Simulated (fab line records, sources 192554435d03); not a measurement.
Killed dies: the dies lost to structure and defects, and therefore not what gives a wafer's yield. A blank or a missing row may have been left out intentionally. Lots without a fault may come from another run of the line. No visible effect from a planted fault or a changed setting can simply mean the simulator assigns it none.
Comparing a struck lot with a sound one :: flow n5-finfet :: 28 steps out of a route of 1938
Sound: the wafers L386.1, L386.4, L386.6. Wafers struck: L377.1, L377.2, L377.4. The cause comes at the end.
Each step with rows lists, per side, the tool, then ch with its chambers, then its first start. Under that, the readings that differ: sound wafers :: struck wafers :: difference of the means :: sigmas: that difference in standard deviations of wafers without a fault.
alike: words and numbers the same on both sides, and readings whose means are apart by under 2 such deviations; not compared: readings that were withheld, readings missing a value for some wafer, numbers with overlapping values and no deviation given by the record, and bounds like >300 which may hide the same value.
The two part at a step that has a row with sigmas, a row that says differs or no value, or rows on one side only. Non-overlapping numbers with no deviation appear without sigmas and do not part them. Lack of a reading on every wafer of one side parts them only where that side has two or more wafers.

first, 9 steps without rows for these wafers: N5_MIM_BOT_LITHO_COAT_02; N5_MIM_BOT_LITHO_EBR_04; N5_MIM_BOT_LITHO_SOFTBAKE_03 (time 90 s); N5_MIM_BOT_LITHO_EXPOSE_05 (exposes mask MIM BOT); N5_MIM_BOT_LITHO_PEB_06; N5_MIM_BOT_LITHO_DEVELOP_07 (develop time 60 s); N5_MIM_BOT_LITHO_HARDBAKE_09 (time 120 s); N5_MIM_BOT_LITHO_DESCUM_10 (chemistry O2, time 7.9 s); N5_MIM_BOT_ETCH_ETCH_04 (etches SiNx in CF4/O2, target depth 26 nm, time 13 s).
N5_MIM_BOT_ETCH_ETCH_03: etches the open film in Cl2/BCl3, target depth 12 nm.
  sound on rie-metal-02 ch 0,1, day 18 09:42; struck on rie-metal-02 ch 0,1, day 15 18:10
  alike: chamber-pressure-mTorr, drypump-motor-current-A, he-backside-leak-sccm, oes-product-au, throttle-valve-pct
  not compared: rf-hours-counter-h
then, 15 steps without rows for these wafers: N5_MIM_BOT_ETCH_ETCH_00 (etches TiN in Cl2/BCl3, target depth 45.5 nm); N5_MIM_BOT_ETCH_STRIP_01 (strips in O2); N5_MIM_BOT_ETCH_STRIP_02 (strips in post etch residue remover, time 1200 s); N5_MIM_BOT_ETCH_CLEAN_05 (cleans in IPA, time 180 s); N5_MIM_BOT_ETCH_SRD_06 (time 30 s); N5_PASSIVATION_PECVD_55 (deposits SiO2 from SiH4/N2O, target thk 400 nm, time 22.5 s); N5_PASSIVATION_PECVD_01 (deposits SiNx from SiH4/NH3/N2, target thk 200 nm, time 43.2 s); N5_PASSIVATION_HMDS_03 (time 60 s); N5_PASSIVATION_COAT_04; N5_PASSIVATION_EBR_06; N5_PASSIVATION_SOFTBAKE_05 (time 90 s); N5_PASSIVATION_EXPOSE_07 (exposes mask TV, defocus 0 nm, target cd 3000 nm); N5_PASSIVATION_PEB_08; N5_PASSIVATION_DEVELOP_09 (develop time 60 s); N5_PASSIVATION_HARDBAKE_11 (time 120 s).
N5_PASSIVATION_INSPECT_61: inspects for defects (macro).
  sound: defect-inspect-01 at day 18 12:05; struck: defect-inspect-01 at day 15 21:25
reading: raw-defect-count
sound: 3 2 2
struck: >300 >300 >300
difference: differs
sigmas: 
then, 1 step without rows for these wafers: N5_PASSIVATION_DESCUM_12 (chemistry O2, time 7.9 s).
N5_PASSIVATION_PROBE_49:
  only the struck wafers here have rows in the record (prober-02, day 16 04:52); the sound ones have none

== WHERE THEY PART ==
At N5_PASSIVATION_INSPECT_61 first; at N5_PASSIVATION_PROBE_49 last (within this record only).

WHY: what had been put in by the simulator
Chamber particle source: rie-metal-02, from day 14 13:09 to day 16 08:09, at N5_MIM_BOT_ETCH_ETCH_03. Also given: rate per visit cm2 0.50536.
